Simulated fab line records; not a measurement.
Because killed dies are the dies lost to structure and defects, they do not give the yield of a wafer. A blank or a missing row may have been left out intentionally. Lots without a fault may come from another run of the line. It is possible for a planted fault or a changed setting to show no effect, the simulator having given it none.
Split-lot trial -- flow n5 finfet -- 21 wafers read across 7 lots, on a route 1938 steps long

SPLIT DETAILS
At N5_FIN_SAQP_EXPOSE_13 (exposes mask FIN CORE, target cd 35.6 nm), the setting dose mj was moved away from the recipe's 63.25 on 9 of the 21 wafers read, by -7.3% to +6.9%. For the rest of the wafers, this setting stayed at what the recipe calls for.

FROM THE SPLIT TO THE READING: what the file shows between them, 2 steps
- N5_FIN_SAQP_PEB_14: peb time 60 s
- N5_FIN_SAQP_DEVELOP_15: develop time 30 s

THE READING
cd nm at N5_FIN_SAQP_CD_MEAS_16, given in nm (cd target 35.6 nm). Fault-free wafers of this fab line usually give 35.5 nm, standard deviation 0.41 nm.

wafer,"tool, chamber at the split",dose mj as run,against the recipe,"cd nm, nm",against lot-mates on the recipe
L075.2,"arfi scanner-01, 0",63.25,recipe,35.2,-
L075.3,"arfi scanner-01, 0",65.23,+3.1%,34.7,-0.5
L075.6,"arfi scanner-01, 0",65.23,+3.1%,34.6,-0.6
L078.2,"arfi scanner-01, 0",58.64,-7.3%,37.4,+2.1
L078.3,"arfi scanner-01, 0",63.25,recipe,35.4,-
L078.6,"arfi scanner-01, 0",63.25,recipe,35.2,-
L079.2,"arfi scanner-01, 0",63.25,recipe,35.5,-
L079.5,"arfi scanner-01, 0",66.04,+4.4%,33.4,-2.1
L079.6,"arfi scanner-01, 0",66.04,+4.4%,34.4,-1.1
L082.1,"arfi scanner-01, 0",63.25,recipe,35.2,-
L082.5,"arfi scanner-01, 0",67.61,+6.9%,33.8,-1.4
L082.6,"arfi scanner-01, 0",67.61,+6.9%,34.0,-1.2
L083.1,"arfi scanner-03, 0",63.25,recipe,34.8,-
L083.4,"arfi scanner-03, 0",63.25,recipe,34.8,-
L083.6,"arfi scanner-03, 0",63.25,recipe,34.9,-
L087.1,"arfi scanner-02, 0",63.25,recipe,36.5,-
L087.4,"arfi scanner-02, 0",63.25,recipe,36.3,-
L087.5,"arfi scanner-02, 0",63.25,recipe,36.2,-
L088.2,"arfi scanner-02, 0",63.25,recipe,36.0,-
L088.5,"arfi scanner-02, 0",66.39,+5.0%,34.5,-1.5
L088.6,"arfi scanner-02, 0",66.39,+5.0%,34.3,-1.7

FIT RESULTS
A straight line over all 21 wafers: cd nm changes by -0.257 nm for each +1% of dose mj; r = -0.85; the points scatter about the line by 0.52 nm.
The same after taking each lot's own level away (the mean of its wafers on the recipe; 21 wafers): -0.262 nm for each +1%; r = -0.94; scatter 0.31 nm.
Per that fit: largest dose mj move, reading shift of 1.9 nm.
Across the lots, their own levels run from 34.83 to 36.33 nm, a range of 3.7 times the standard deviation given above.
The two slopes are in agreement: the lot-to-lot level therefore moves the slope only a little.
Check: for one of the wafers moved furthest among these (-7.3%), held out of the fit, the line's prediction against its lot-mates is +1.79 nm. Against them it came out at +2.1 nm.

OTHER SPLITS ON THESE WAFERS
Before the reading, these wafers also passed through other splits. Each is held against what the fit with the lots' levels taken away leaves over:
other split on the same wafers,wafers away from the commonest value,r with cd nm (lot level and that fit taken away)
N5_PMOS_HMC_CHANNEL_EPI_PEB_07 peb temp c,5,-0.02
N5_PMOS_HMC_CHANNEL_EPI_DEVELOP_08 develop time s,6,-0.03

THE FILE'S OWN FIT
cd nm changes by -0.264 nm for each +1% of dose mj, r = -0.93.
